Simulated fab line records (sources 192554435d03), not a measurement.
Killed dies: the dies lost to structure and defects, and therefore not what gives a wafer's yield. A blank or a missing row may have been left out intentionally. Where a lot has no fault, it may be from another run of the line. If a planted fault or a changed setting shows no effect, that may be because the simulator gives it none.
fab line records | flow n5_finfet
record: lots: 7 | wafers: 21
route steps=1938 shown BEOL_M7@1299 BEOL_M8@1338 BEOL_M9@1401 BEOL_M10@1488
start_h: hours from the record's opening day to when the first of the lot's shown wafers began | wait_h: hours elapsed since this lot's preceding step | " the same as in the row above | L1.1+2: several wafers, shown together as one row | - no value present, or no start provided | * or withheld: withheld | < > ~ a bound
route shown NAME@n: a module of which the file shows steps, and the number in the route of the first | usual: the fault-free wafers' mean and standard deviation | same: alike in all rows | chamber/n: place in a boat | sites: per-site readings | _std_site: the standard deviation of these | _edge_site: outer sites' mean less inner sites' | radius_mm: how far each site lies from the wafer's centre | mask NAME#n: copy n | behind: the tool/chamber that last shaped the wafer | hold: the reason the lot was held/the length of the hold in hours/how it ended | device: which transistor (n, p or np) failed to switch | end of line: tests of these same wafers at the route's end | a step without rows: its recipe alone | killed: count of dies lost to structure and defects at first sort (not the wafer's yield) | map: the dies of a wafer, with x for killed, . for not killed, _ for no die there
set.NAME: the setting as run; set.NAME@STEP: as run at that earlier step | model.NAME: the simulator's own value behind a step, which no gauge read
one table per step and one row per wafer, for lots whose settings were changed on purpose
== steps ==
step: N5_BEOL_M7_DESCUM_33
recipe: chemistry: O2 | time_s: 7 | source_power_w: 50 | bias_power_w: 20 | pressure_mtorr: 20 | rf_frequency_hz: 2.712e+07 | temp_c: 40 | resist: CAR-EUV | o2_flow_sccm: 225
lot.wafer | tool        | chamber | start_h | wait_h | set.time_s | model.CAR-EUV_of_BEOL_M7_COAT_22.thk_nm
L078.2+4  | rie_diel-03 | 0,1     | 202.59  | 0.0    | 7          | 26
L078.5    | "           | 1       | "       | "      | 6.55       | 26.2
L087.2    | rie_diel-05 | 1       | 267.31  | 0.1    | 5.555      | 26.8
L087.5+6  | "           | 2,1     | "       | "      | 7          | 26.2
L088.1+6  | rie_diel-04 | 1,3     | 269.18  | 0.0    | 7.61       | 25.8
L088.2    | "           | 2       | "       | "      | 7          | 26
L090.2+3  | rie_diel-04 | 3,0     | 286.60  | 0.0    | 7          | 26.2
L090.5    | "           | 2       | "       | "      | 7          | 26
L095.2+5  | rie_diel-03 | 2,0     | 317.19  | 0.0    | 8.554      | 25.4
L095.3    | "           | 1       | "       | "      | 7          | 26.2
L096.1    | rie_diel-05 | 2       | 327.00  | 0.1    | 7          | 25.8
L096.2+6  | "           | 3,0     | "       | "      | 7          | 26
L097.3    | rie_diel-03 | 0       | 338.93  | 0.7    | 7          | 26.2
L097.4    | "           | 2       | "       | "      | 7.824      | 25.8
L097.5    | "           | 1       | "       | "      | 7.824      | 25.6
step: N5_BEOL_M7_ETCH_72
recipe: chemistry: N2/H2 | target: underlayer | target_depth_a: 65 | mask_material: CAR-EUV | time_s: 5.2 | ion_energy_ev: 200 | pressure_mtorr: 30 | source_w: 840 | bias_w: 150 | n2_flow_sccm: 200 | h2_flow_sccm: 200 | ends: cleared
lot.wafer | tool        | chamber | start_h | wait_h | set.time_s@BEOL_M7_DESCUM_33 | model.CAR-EUV_of_BEOL_M7_COAT_22.thk_nm
L078.2    | rie_diel-03 | 0       | 202.62  | 0.0    | 7                            | 20.4
L078.4    | "           | 1       | "       | "      | 7                            | 20.2
L078.5    | "           | 1       | "       | "      | 6.55                         | 20.4
L087.2    | rie_diel-05 | 1       | 267.34  | 0.0    | 5.555                        | 21.2
L087.5+6  | "           | 2,1     | "       | "      | 7                            | 20.4
L088.1+6  | rie_diel-04 | 1,3     | 269.21  | 0.0    | 7.61                         | 20
L088.2    | "           | 2       | "       | "      | 7                            | 20.2
L090.2    | rie_diel-04 | 3       | 286.63  | 0.0    | 7                            | 20.6
L090.3+5  | "           | 0,2     | "       | "      | 7                            | 20.4
L095.2    | rie_diel-03 | 2       | 317.23  | 0.0    | 8.554                        | 19.8
L095.3    | "           | 1       | "       | "      | 7                            | 20.4
L095.5    | "           | 0       | "       | "      | 8.554                        | 19.6
L096.1    | rie_diel-05 | 2       | 327.04  | 0.0    | 7                            | 20
L096.2    | "           | 3       | "       | "      | 7                            | 20.2
L096.6    | "           | 0       | "       | "      | 7                            | 20.4
L097.3    | rie_diel-03 | 0       | 338.96  | 0.0    | 7                            | 20.6
L097.4+5  | "           | 2,1     | "       | "      | 7.824                        | 20
step: N5_BEOL_M7_ETCH_65
recipe: chemistry: CF4 | target: SiARC | target_depth_a: 156 | mask_material: CAR-EUV | time_s: 26 | ion_energy_ev: 80 | pressure_mtorr: 40 | source_w: 545 | bias_w: 36 | Ar_flow_sccm: 100 | cf4_flow_sccm: 100 | ends: cleared
lot.wafer | tool        | chamber | start_h | wait_h | set.time_s@BEOL_M7_DESCUM_33 | model.CAR-EUV_of_BEOL_M7_COAT_22.thk_nm
L078.2    | rie_diel-03 | 0       | 202.64  | 0.0    | 7                            | 11.2
L078.4    | "           | 1       | "       | "      | 7                            | 11
L078.5    | "           | 1       | "       | "      | 6.55                         | 11.2
L087.2    | rie_diel-05 | 1       | 267.36  | 0.0    | 5.555                        | 11.8
L087.5    | "           | 2       | "       | "      | 7                            | 11
L087.6    | "           | 1       | "       | "      | 7                            | 11.2
L088.1+6  | rie_diel-04 | 1,3     | 269.23  | 0.0    | 7.61                         | 10.8
L088.2    | "           | 2       | "       | "      | 7                            | 11
L090.2    | rie_diel-04 | 3       | 286.65  | 0.0    | 7                            | 11.4
L090.3+5  | "           | 0,2     | "       | "      | 7                            | 11.2
L095.2    | rie_diel-03 | 2       | 317.24  | 0.0    | 8.554                        | 10.6
L095.3    | "           | 1       | "       | "      | 7                            | 11.2
L095.5    | "           | 0       | "       | "      | 8.554                        | 10.4
L096.1    | rie_diel-05 | 2       | 327.05  | 0.0    | 7                            | 10.8
L096.2    | "           | 3       | "       | "      | 7                            | 11
L096.6    | "           | 0       | "       | "      | 7                            | 11.2
L097.3    | rie_diel-03 | 0       | 338.98  | 0.0    | 7                            | 11.2
L097.4+5  | "           | 2,1     | "       | "      | 7.824                        | 10.8
step: N5_BEOL_M7_TRENCH_ETCH_37
recipe: chemistry: C4F6/O2 | target_depth_a: 934.78 | target: SiCOH_lowk | time_s: 31.2 | ion_energy_ev: 250 | pressure_mtorr: 30 | source_w: 345 | bias_w: 185 | Ar_flow_sccm: 300 | C4F6_flow_sccm: 10 | O2_flow_sccm: 10
usual: rf_vpp_V: 663/12
lot.wafer | tool        | chamber | start_h | wait_h | set.source_w | rf_vpp_V
L078.2    | rie_diel-03 | 0       | -       | -      | 345          | 682
L078.4    | "           | 1       | "       | "      | 345          | 658
L078.5    | "           | 1       | "       | "      | 292.9        | 713
L087.2    | rie_diel-05 | 1       | -       | -      | 345          | 650
L087.5    | "           | 2       | "       | "      | 345          | 642
L087.6    | "           | 1       | "       | "      | 345          | 650
L088.1    | rie_diel-04 | 1       | -       | -      | 345          | 654
L088.2    | "           | 2       | "       | "      | 376.5        | 627
L088.6    | "           | 3       | "       | "      | 345          | 663
L090.2    | rie_diel-04 | 3       | -       | -      | 345          | 661
L090.3    | "           | 0       | "       | "      | 345          | 657
L090.5    | "           | 2       | "       | "      | 345          | 657
L095.2    | rie_diel-03 | 2       | -       | -      | 345          | 682
L095.3    | "           | 1       | "       | "      | 345          | 656
L095.5    | "           | 0       | "       | "      | 293.7        | 741
L096.1    | rie_diel-05 | 2       | -       | -      | 345          | 642
L096.2    | "           | 3       | "       | "      | 386.6        | 621
L096.6    | "           | 0       | "       | "      | 345          | 658
L097.3    | rie_diel-03 | 0       | -       | -      | 319.4        | 710
L097.4    | "           | 2       | "       | "      | 345          | 683
L097.5    | "           | 1       | "       | "      | 319.4        | 682
step: N5_BEOL_M7_ETCH_41
recipe: chemistry: CH3F/O2 | target: SiCN | target_depth_a: 319 | taper_deg: 2 | time_s: 57.8 | ion_energy_ev: 120 | mask_material: TiN | pressure_mtorr: 30 | source_w: 395 | bias_w: 75 | Ar_flow_sccm: 150 | CH3F_flow_sccm: 30 | O2_flow_sccm: 20
step: N5_BEOL_M7_STRIP_80
recipe: chemistry: N2/H2 | time_s: 10 | power_w: 450 | temp_c: 40 | pressure_mtorr: 20 | rf_frequency_hz: 6e+07 | bias_power_w: 7 | n2_flow_sccm: 200 | h2_flow_sccm: 200
step: N5_BEOL_M7_ECD_50
recipe: material: Cu | target_thk_a: 3000
step: N5_BEOL_M7_ANNEAL_51
recipe: temp_c: 225 | time_s: 90 | ambient: N2
step: N5_BEOL_M7_CMP_52
recipe: stop_on: SiCOH_lowk | t_overpolish_s: 6.9 | down_force_psi: 1 | platen_rpm: 50 | clearing_platen_down_force_psi: 1.5 | clearing_platen_rpm: 50 | post_cmp_clean: cu_alkaline | target_thk_nm: 80 | clearing_platen_pad_velocity_m_s: 0.99484 | pad_velocity_m_s: 0.99484
lot.wafer | tool   | chamber | start_h | wait_h | set.source_w@BEOL_M7_TRENCH_ETCH_37 | model.Cu_of_BEOL_M7_ECD_50.thk_nm
L078.2    | cmp-03 | 3       | 205.27  | 0.2    | 345                                 | 79
L078.4    | "      | 1       | "       | "      | 345                                 | 78.8
L078.5    | "      | 3       | "       | "      | 292.9                               | 72.4
L087.2    | cmp-03 | 3       | 270.43  | 0.3    | 345                                 | 82
L087.6    | "      | 1       | "       | "      | 345                                 | 81.6
L087.5    | "      | 2       | "       | "      | 345                                 | 82.4
L088.1    | cmp-03 | 3       | 272.08  | 0.3    | 345                                 | 81.6
L088.2    | "      | 2       | "       | "      | 376.5                               | 81.6
L088.6    | "      | 0       | "       | "      | 345                                 | 81.8
L090.3+2  | cmp-03 | 2,3     | 290.85  | 0.2    | 345                                 | 79.4
L090.5    | "      | 2       | "       | "      | 345                                 | 78
L095.3    | cmp-02 | 2       | 320.06  | 0.2    | 345                                 | 80.4
L095.2    | "      | 3       | "       | "      | 345                                 | 80.8
L095.5    | "      | 2       | "       | "      | 293.7                               | 76
L096.2    | cmp-02 | 2       | 329.95  | 0.2    | 386.6                               | 85
L096.1+6  | "      | 3,1     | "       | "      | 345                                 | 81.2
L097.3    | cmp-02 | 3       | 341.49  | 0.2    | 319.4                               | 75.4
L097.4    | "      | 1       | "       | "      | 345                                 | 81.4
L097.5    | "      | 2       | "       | "      | 319.4                               | 77
step: N5_BEOL_M7_THK_MEAS_53
recipe: thk_meas_gauge: xrf | reads: Cu_of_BEOL_M7_ECD_50
usual: M7_THK: 79.6/1.8
lot.wafer | tool          | chamber | start_h | wait_h | set.source_w@BEOL_M7_TRENCH_ETCH_37 | M7_THK[nm]
L078.2    | film_metro-01 | -       | 205.57  | -      | 345                                 | 77.4
L078.4    | "             | -       | "       | "      | 345                                 | 77.4
L078.5    | "             | -       | "       | "      | 292.9                               | 71.1
L087.2    | film_metro-02 | -       | 270.65  | -      | 345                                 | 81.8
L087.5    | "             | -       | "       | "      | 345                                 | 81.6
L087.6    | "             | -       | "       | "      | 345                                 | 81.4
L088.1    | film_metro-01 | -       | 272.38  | -      | 345                                 | 80.8
L088.2    | "             | -       | "       | "      | 376.5                               | 80.7
L088.6    | "             | -       | "       | "      | 345                                 | 81.0
L090.2    | film_metro-01 | -       | 291.15  | -      | 345                                 | 78.6
L090.3    | "             | -       | "       | "      | 345                                 | 78.7
L090.5    | "             | -       | "       | "      | 345                                 | 77.4
L095.2    | film_metro-02 | -       | 320.36  | -      | 345                                 | 80.0
L095.3    | "             | -       | "       | "      | 345                                 | 79.8
L095.5    | "             | -       | "       | "      | 293.7                               | 75.4
L096.1    | film_metro-01 | -       | 330.20  | -      | 345                                 | 80.3
L096.2    | "             | -       | "       | "      | 386.6                               | 84.2
L096.6    | "             | -       | "       | "      | 345                                 | 80.4
L097.3    | film_metro-01 | -       | 341.75  | -      | 319.4                               | 74.3
L097.4    | "             | -       | "       | "      | 345                                 | 80.0
L097.5    | "             | -       | "       | "      | 319.4                               | 75.6
step: N5_BEOL_M7_PRE_CLEAN_55
recipe: gas: NH3 | time_s: 15 | temp_c: withheld | rf_power_w: 300
step: N5_BEOL_M7_DEP_56
recipe: material: SiCN | target_thk_a: 100 | temp_c: withheld | precursor: 3MS/NH3 | pressure_torr: 3 | rf_w: 202 | time_s: 17.5
step: N5_BEOL_M7_RS_MEAS_57
recipe: thk_meas_gauge: four-point-probe | reads: Cu_of_BEOL_M7_ECD_50+Co_of_BEOL_M7_CVD_78+TaN_of_BEOL_M7_ALD_77
usual: M7_RS: 0.285/0.0067
lot.wafer | tool          | chamber | start_h | wait_h | set.source_w@BEOL_M7_TRENCH_ETCH_37 | M7_RS[ohm/sq]
L078.2    | film_metro-01 | -       | 205.73  | 0.1    | 345                                 | 0.290
L078.4    | "             | -       | "       | "      | 345                                 | 0.290
L078.5    | "             | -       | "       | "      | 292.9                               | 0.322
L087.2    | film_metro-02 | -       | 270.78  | 0.1    | 345                                 | 0.278
L087.5    | "             | -       | "       | "      | 345                                 | 0.277
L087.6    | "             | -       | "       | "      | 345                                 | 0.279
L088.1    | film_metro-02 | -       | 272.51  | 0.1    | 345                                 | 0.280
L088.2    | "             | -       | "       | "      | 376.5                               | 0.280
L088.6    | "             | -       | "       | "      | 345                                 | 0.278
L090.2    | film_metro-01 | -       | 291.28  | 0.1    | 345                                 | 0.289
L090.3    | "             | -       | "       | "      | 345                                 | 0.288
L090.5    | "             | -       | "       | "      | 345                                 | 0.295
L095.2    | film_metro-01 | -       | 320.49  | 0.1    | 345                                 | 0.282
L095.3    | "             | -       | "       | "      | 345                                 | 0.285
L095.5    | "             | -       | "       | "      | 293.7                               | 0.304
L096.1    | film_metro-01 | -       | 330.33  | 0.1    | 345                                 | 0.282
L096.2    | "             | -       | "       | "      | 386.6                               | 0.266
L096.6    | "             | -       | "       | "      | 345                                 | 0.281
L097.3    | film_metro-01 | -       | 341.88  | 0.1    | 319.4                               | 0.306
L097.4    | "             | -       | "       | "      | 345                                 | 0.280
L097.5    | "             | -       | "       | "      | 319.4                               | 0.299
step: N5_BEOL_M8_COAT_60
recipe: resist: SiARC | temp_c: 220 | time_s: 60 | spin_rpm: 1500 | resist_thk_nm: 35
lot.wafer  | tool           | chamber | start_h | wait_h | set.spin_rpm | model.SiARC_of_BEOL_M8_COAT_60.thk_nm
L078.2     | litho_track-05 | 0       | -       | -      | 1500         | 35.4
L078.4+5   | "              | 0       | "       | "      | 1379         | 36.8
L087.2+5+6 | litho_track-03 | 0       | -       | -      | 1500         | 35
L088.1+2   | litho_track-01 | 0       | -       | -      | 1500         | 35
L088.6     | "              | 0       | "       | "      | 1395         | 36.4
L090.2+3+5 | litho_track-01 | 0       | -       | -      | 1500         | 35
L095.2+5   | litho_track-03 | 0       | -       | -      | 1432         | 35.8
L095.3     | "              | 0       | "       | "      | 1500         | 35
L096.1     | litho_track-05 | 0       | -       | -      | 1500         | 35.2
L096.2     | "              | 0       | "       | "      | 1500         | 35
L096.6     | "              | 0       | "       | "      | 1658         | 33.4
L097.3+5   | litho_track-05 | 0       | -       | -      | 1500         | 35
L097.4     | "              | 0       | "       | "      | 1500         | 35.2
step: N5_BEOL_M8_COAT_05
recipe: resist: CAR-ArF | spin_rpm: 1500 | resist_thk_nm: 90
step: N5_BEOL_M8_EBR_07
recipe: solvent: PGMEA | ebr_width_mm: 1.5
step: N5_BEOL_M8_DESCUM_16
recipe: chemistry: O2 | time_s: 7.9 | source_power_w: 50 | bias_power_w: 20 | pressure_mtorr: 20 | rf_frequency_hz: 2.712e+07 | temp_c: 40 | resist: CAR-ArF | o2_flow_sccm: 225
step: N5_BEOL_M8_ETCH_61
recipe: chemistry: CF4 | target: SiARC | target_depth_a: 455 | mask_material: CAR-ArF | time_s: 75.8 | ion_energy_ev: 80 | pressure_mtorr: 40 | source_w: 545 | bias_w: 36 | Ar_flow_sccm: 100 | cf4_flow_sccm: 100 | ends: cleared
lot.wafer | tool        | chamber | start_h | wait_h | set.spin_rpm@BEOL_M8_COAT_60 | model.etch.depth_nm | model.CAR-ArF_of_BEOL_M8_COAT_05.thk_nm
L078.2    | rie_diel-02 | 1       | 208.47  | 0.0    | 1500                         | 35.35               | 50.8
L078.4    | "           | 2       | "       | "      | 1379                         | 36.87               | 49.2
L078.5    | "           | 1       | "       | "      | 1379                         | 36.88               | 49.2
L087.2    | rie_diel-06 | 3       | 272.79  | 0.0    | 1500                         | 34.96               | 50.8
L087.5    | "           | 0       | "       | "      | 1500                         | 34.93               | 50.8
L087.6    | "           | 3       | "       | "      | 1500                         | 35.01               | 51
L088.1    | rie_diel-02 | 2       | 275.77  | 0.0    | 1500                         | 34.99               | 50.8
L088.2    | "           | 0       | "       | "      | 1500                         | 35.07               | 50.8
L088.6    | "           | 0       | "       | "      | 1395                         | 36.36               | 49.4
L090.2    | rie_diel-06 | 0       | 294.07  | 0.0    | 1500                         | 35.03               | 51
L090.3    | "           | 1       | "       | "      | 1500                         | 34.92               | 51
L090.5    | "           | 2       | "       | "      | 1500                         | 34.97               | 51
L095.2    | rie_diel-02 | 2       | 322.19  | 0.0    | 1432                         | 35.82               | 50.2
L095.3    | "           | 0       | "       | "      | 1500                         | 35.08               | 50.6
L095.5    | "           | 1       | "       | "      | 1432                         | 35.88               | 50.2
L096.1    | rie_diel-06 | 0       | 333.12  | 0.0    | 1500                         | 35.1                | 50.6
L096.2    | "           | 1       | "       | "      | 1500                         | 35.08               | 50.8
L096.6    | "           | 3       | "       | "      | 1658                         | 33.33               | 52.4
L097.3    | rie_diel-06 | 1       | 344.04  | 0.0    | 1500                         | 35.09               | 50.8
L097.4    | "           | 3       | "       | "      | 1500                         | 35.19               | 50.4
L097.5    | "           | 2       | "       | "      | 1500                         | 35.09               | 50.4
step: N5_BEOL_M8_ETCH_62
recipe: chemistry: N2/H2 | target: SOC | target_depth_a: 1100 | overetch_a: 220 | mask_material: SiARC | temp_c: 40 | time_s: 165 | ion_energy_ev: 200 | pressure_mtorr: 30 | source_w: 840 | bias_w: 150 | n2_flow_sccm: 200 | h2_flow_sccm: 200
lot.wafer  | tool        | chamber | start_h | wait_h | set.spin_rpm@BEOL_M8_COAT_60 | model.SiARC_of_BEOL_M8_COAT_60.thk_nm
L078.2     | rie_diel-02 | 1       | 208.53  | 0.0    | 1500                         | 29
L078.4     | "           | 2       | "       | "      | 1379                         | 29.8
L078.5     | "           | 1       | "       | "      | 1379                         | 30.4
L087.2+5+6 | rie_diel-06 | 3,0,3   | 272.84  | 0.0    | 1500                         | 28
L088.1     | rie_diel-02 | 2       | 275.82  | 0.0    | 1500                         | 28
L088.2     | "           | 0       | "       | "      | 1500                         | 28.4
L088.6     | "           | 0       | "       | "      | 1395                         | 29.6
L090.2     | rie_diel-06 | 0       | 294.13  | 0.0    | 1500                         | 28.2
L090.3     | "           | 1       | "       | "      | 1500                         | 27.8
L090.5     | "           | 2       | "       | "      | 1500                         | 28.6
L095.2     | rie_diel-02 | 2       | 322.24  | 0.0    | 1432                         | 28.8
L095.3     | "           | 0       | "       | "      | 1500                         | 28.4
L095.5     | "           | 1       | "       | "      | 1432                         | 29.4
L096.1     | rie_diel-06 | 0       | 333.18  | 0.0    | 1500                         | 28.2
L096.2     | "           | 1       | "       | "      | 1500                         | 28
L096.6     | "           | 3       | "       | "      | 1658                         | 26.4
L097.3     | rie_diel-06 | 1       | 344.09  | 0.0    | 1500                         | 28.2
L097.4     | "           | 3       | "       | "      | 1500                         | 28.4
L097.5     | "           | 2       | "       | "      | 1500                         | 28.6
step: N5_BEOL_M9_ILD_DEP_00
recipe: material: SiCOH_lowk | target_thk_a: 3085.1 | temp_c: 300 | precursor: DEMS/porogen | pressure_torr: 5 | rf_w: 500 | time_s: 58
lot.wafer | tool     | chamber | start_h | wait_h | set.time_s | model.SiCOH_lowk_of_BEOL_M9_ILD_DEP_00.thk_nm
L078.2    | pecvd-03 | 0       | 214.44  | 0.0    | 55.79      | 295.8
L078.4    | "        | 2       | "       | "      | 55.79      | 295.2
L078.5    | "        | 1       | "       | "      | 55.79      | 300.2
L087.2    | pecvd-01 | 2       | 277.43  | 0.0    | 58         | 308.2
L087.5    | "        | 2       | "       | "      | 66.5       | 353.2
L087.6    | "        | 1       | "       | "      | 58         | 309.6
L088.1    | pecvd-03 | 2       | 283.05  | 0.0    | 58         | 300.4
L088.2    | "        | 0       | "       | "      | 58         | 310
L088.6    | "        | 0       | "       | "      | 66.36      | 357
L090.2    | pecvd-01 | 1       | 302.27  | 0.1    | 58         | 310
L090.3    | "        | 1       | "       | "      | 58         | 307.8
L090.5    | "        | 1       | "       | "      | 58         | 312.6
L095.2    | pecvd-01 | 2       | 330.08  | 0.0    | 58         | 310.6
L095.3    | "        | 0       | "       | "      | 58         | 311
L095.5    | "        | 1       | "       | "      | 58         | 314.2
L096.1    | pecvd-04 | 1       | 338.84  | 0.0    | 58         | 305.2
L096.2    | "        | 0       | "       | "      | 58         | 305.8
L096.6    | "        | 0       | "       | "      | 60.39      | 325.8
L097.3    | pecvd-04 | 2       | 348.63  | 0.0    | 58         | 306.8
L097.4    | "        | 2       | "       | "      | 58         | 311.4
L097.5    | "        | 1       | "       | "      | 58         | 314.4
step: N5_BEOL_M9_CURE_71
recipe: temp_c: 385 | time_s: 240 | ambient: He/Ar | material: SiCOH_lowk
lot.wafer | tool       | chamber | start_h | wait_h | set.time_s@BEOL_M9_ILD_DEP_00 | model.SiCOH_lowk_of_BEOL_M9_ILD_DEP_00.thk_nm
L078.2    | uv_cure-03 | 2       | 214.60  | 0.1    | 55.79                         | 256.8
L078.4    | "          | 2       | "       | "      | 55.79                         | 256.2
L078.5    | "          | 2       | "       | "      | 55.79                         | 260.6
L087.2    | uv_cure-01 | 2       | 277.62  | 0.2    | 58                            | 267.8
L087.5    | "          | 2       | "       | "      | 66.5                          | 307.6
L087.6    | "          | 2       | "       | "      | 58                            | 268.8
L088.1    | uv_cure-01 | 1       | 283.33  | 0.2    | 58                            | 260.8
L088.2    | "          | 1       | "       | "      | 58                            | 269.4
L088.6    | "          | 1       | "       | "      | 66.36                         | 311
L090.2    | uv_cure-01 | 2       | 302.52  | 0.2    | 58                            | 269.2
L090.3    | "          | 2       | "       | "      | 58                            | 267.4
L090.5    | "          | 2       | "       | "      | 58                            | 271.6
L095.2    | uv_cure-01 | 0       | 330.23  | 0.1    | 58                            | 270
L095.3    | "          | 0       | "       | "      | 58                            | 270.2
L095.5    | "          | 0       | "       | "      | 58                            | 273
L096.1    | uv_cure-02 | 2       | 338.92  | 0.0    | 58                            | 265
L096.2    | "          | 2       | "       | "      | 58                            | 265.6
L096.6    | "          | 2       | "       | "      | 60.39                         | 283.2
L097.3    | uv_cure-02 | 1       | 348.86  | 0.2    | 58                            | 266.4
L097.4    | "          | 1       | "       | "      | 58                            | 270.6
L097.5    | "          | 1       | "       | "      | 58                            | 273.2
step: N5_BEOL_M9_THK_MEAS_01
recipe: reads: SiCOH_lowk_of_BEOL_M9_ILD_DEP_00
usual: M9_ILD_THK: 269/3.7
lot.wafer | tool          | chamber | start_h | wait_h | set.time_s@BEOL_M9_ILD_DEP_00 | M9_ILD_THK[nm]
L078.2    | film_metro-02 | -       | 215.04  | 0.4    | 55.79                         | 257
L078.4    | "             | -       | "       | "      | 55.79                         | 256
L078.5    | "             | -       | "       | "      | 55.79                         | 261
L087.2    | film_metro-02 | -       | 278.05  | 0.4    | 58                            | 268
L087.5    | "             | -       | "       | "      | 66.5                          | 307
L087.6    | "             | -       | "       | "      | 58                            | 269
L088.1    | film_metro-01 | -       | 283.84  | 0.4    | 58                            | 261
L088.2    | "             | -       | "       | "      | 58                            | 269
L088.6    | "             | -       | "       | "      | 66.36                         | 311
L090.2    | film_metro-02 | -       | 302.95  | 0.4    | 58                            | 269
L090.3    | "             | -       | "       | "      | 58                            | 267
L090.5    | "             | -       | "       | "      | 58                            | 272
L095.2    | film_metro-02 | -       | 330.67  | 0.4    | 58                            | 270
L095.3    | "             | -       | "       | "      | 58                            | 270
L095.5    | "             | -       | "       | "      | 58                            | 273
L096.1    | film_metro-01 | -       | 339.43  | 0.4    | 58                            | 265
L096.2    | "             | -       | "       | "      | 58                            | 266
L096.6    | "             | -       | "       | "      | 60.39                         | 283
L097.3    | film_metro-01 | -       | 349.22  | 0.3    | 58                            | 266
L097.4    | "             | -       | "       | "      | 58                            | 271
L097.5    | "             | -       | "       | "      | 58                            | 273
step: N5_BEOL_M10_ETCH_62
recipe: chemistry: N2/H2 | target: SOC | target_depth_a: 1100 | overetch_a: 220 | mask_material: SiARC | temp_c: 40 | time_s: 165 | ion_energy_ev: 200 | pressure_mtorr: 30 | source_w: 840 | bias_w: 150 | n2_flow_sccm: 200 | h2_flow_sccm: 200
lot.wafer  | tool        | chamber | start_h | wait_h | set.time_s
L078.2+4+5 | rie_diel-01 | 0,2,1   | 228.13  | 0.0    | 165
L087.2     | rie_diel-02 | 0       | 293.90  | 0.0    | 194
L087.5+6   | "           | 1,2     | "       | "      | 165
L088.1+2   | rie_diel-01 | 0,2     | 294.86  | 0.0    | 182.2
L088.6     | "           | 1       | "       | "      | 165
L090.2+3+5 | rie_diel-06 | 1,0,1   | 315.76  | 0.0    | 165
L095.2+5   | rie_diel-02 | 2,0     | 340.10  | 0.0    | 165
L095.3     | "           | 3       | "       | "      | 176.3
L096.1+2+6 | rie_diel-02 | 1,3,3   | 347.93  | 0.0    | 127.9
L097.3+4   | rie_diel-01 | 2,0     | 356.79  | 0.0    | 165
L097.5     | "           | 3       | "       | "      | 184.7
step: N5_BEOL_M10_STRIP_68
recipe: chemistry: N2/H2 | temp_c: 40 | n2_flow_sccm: 200 | h2_flow_sccm: 200 | rf_frequency_hz: 6e+07
step: N5_BEOL_M10_STRIP_67
recipe: chemistry: CF4 | resist: SiARC | power_w: 300 | bias_power_w: 75 | pressure_mtorr: 50 | cf4_flow_sccm: 150 | rf_frequency_hz: 6e+07
step: N5_BEOL_M10_HM_OPEN_17
recipe: chemistry: Cl2/BCl3 | target_depth_a: 200 | overetch_a: 60 | target: TiN | mask_material: SOC | ion_energy_ev: 150 | pressure_mtorr: 10 | icp_w: 1000 | bias_w: 126 | Cl2_flow_sccm: 53.25 | bcl3_flow_sccm: 21.75 | Ar_flow_sccm: 25
lot.wafer | tool         | chamber | start_h | wait_h | set.time_s@BEOL_M10_ETCH_62 | model.etch.depth_nm
L078.2    | rie_metal-03 | 1       | 228.31  | 0.0    | 165                         | 19.95
L078.4    | "            | 0       | "       | "      | 165                         | 19.73
L078.5    | "            | 1       | "       | "      | 165                         | 19.88
L087.2    | rie_metal-01 | 0       | 294.08  | 0.0    | 194                         | 17.4
L087.5    | "            | 0       | "       | "      | 165                         | 20.51
L087.6    | "            | 1       | "       | "      | 165                         | 20.28
L088.1    | rie_metal-02 | 0       | 295.05  | 0.0    | 182.2                       | 18.11
L088.2    | "            | 0       | "       | "      | 182.2                       | 18.23
L088.6    | "            | 0       | "       | "      | 165                         | 19.59
L090.2    | rie_metal-02 | 1       | 315.95  | 0.0    | 165                         | 19.96
L090.3    | "            | 0       | "       | "      | 165                         | 19.83
L090.5    | "            | 0       | "       | "      | 165                         | 19.88
L095.2    | rie_metal-02 | 1       | 340.31  | 0.1    | 165                         | 19.94
L095.3    | "            | 1       | "       | "      | 176.3                       | 18.5
L095.5    | "            | 1       | "       | "      | 165                         | 19.73
L096.1    | rie_metal-02 | 1       | 348.11  | 0.0    | 127.9                       | 19.87
L096.2    | "            | 1       | "       | "      | 127.9                       | 19.7
L096.6    | "            | 1       | "       | "      | 127.9                       | 19.92
L097.3    | rie_metal-01 | 1       | 357.01  | 0.1    | 165                         | 19.95
L097.4    | "            | 0       | "       | "      | 165                         | 20.1
L097.5    | "            | 0       | "       | "      | 184.7                       | 17.81
== key ==
split: step: N5_BEOL_M7_DESCUM_33 | setting: time_s | stated: 7 | by: wafer
response: step: N5_BEOL_M7_DESCUM_33 | reading: model.CAR-EUV_of_BEOL_M7_COAT_22.thk_nm | change: -0.0332 | per: 1% | r: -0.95
response: step: N5_BEOL_M7_ETCH_72 | reading: model.CAR-EUV_of_BEOL_M7_COAT_22.thk_nm | change: -0.0353 | per: 1% | r: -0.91
response: step: N5_BEOL_M7_ETCH_65 | reading: model.CAR-EUV_of_BEOL_M7_COAT_22.thk_nm | change: -0.0316 | per: 1% | r: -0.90
split: step: N5_BEOL_M7_TRENCH_ETCH_37 | setting: source_w | stated: 345 | by: wafer
response: step: N5_BEOL_M7_TRENCH_ETCH_37 | reading: rf_vpp_V | change: -3.33 | per: 1% | r: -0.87
response: step: N5_BEOL_M7_CMP_52 | reading: model.Cu_of_BEOL_M7_ECD_50.thk_nm | change: +0.341 | per: 1% | r: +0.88
response: step: N5_BEOL_M7_THK_MEAS_53 | reading: M7_THK | change: +0.334 | per: 1% | r: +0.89
response: step: N5_BEOL_M7_RS_MEAS_57 | reading: M7_RS | change: -0.00154 | per: 1% | r: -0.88
split: step: N5_BEOL_M8_COAT_60 | setting: spin_rpm | stated: 1500 | by: wafer
response: step: N5_BEOL_M8_COAT_60 | reading: model.SiARC_of_BEOL_M8_COAT_60.thk_nm | change: -0.174 | per: 1% | r: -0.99
response: step: N5_BEOL_M8_ETCH_61 | reading: model.etch.depth_nm | change: -0.178 | per: 1% | r: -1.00
response: step: N5_BEOL_M8_ETCH_61 | reading: model.CAR-ArF_of_BEOL_M8_COAT_05.thk_nm | change: +0.173 | per: 1% | r: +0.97
response: step: N5_BEOL_M8_ETCH_62 | reading: model.SiARC_of_BEOL_M8_COAT_60.thk_nm | change: -0.162 | per: 1% | r: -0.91
split: step: N5_BEOL_M9_ILD_DEP_00 | setting: time_s | stated: 58 | by: wafer
response: step: N5_BEOL_M9_ILD_DEP_00 | reading: model.SiCOH_lowk_of_BEOL_M9_ILD_DEP_00.thk_nm | change: +3.37 | per: 1% | r: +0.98
response: step: N5_BEOL_M9_CURE_71 | reading: model.SiCOH_lowk_of_BEOL_M9_ILD_DEP_00.thk_nm | change: +2.98 | per: 1% | r: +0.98
response: step: N5_BEOL_M9_THK_MEAS_01 | reading: M9_ILD_THK | change: +2.98 | per: 1% | r: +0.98
split: step: N5_BEOL_M10_ETCH_62 | setting: time_s | stated: 165 | by: wafer
response: step: N5_BEOL_M10_HM_OPEN_17 | reading: model.etch.depth_nm | change: -0.17 | per: 1% | r: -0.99
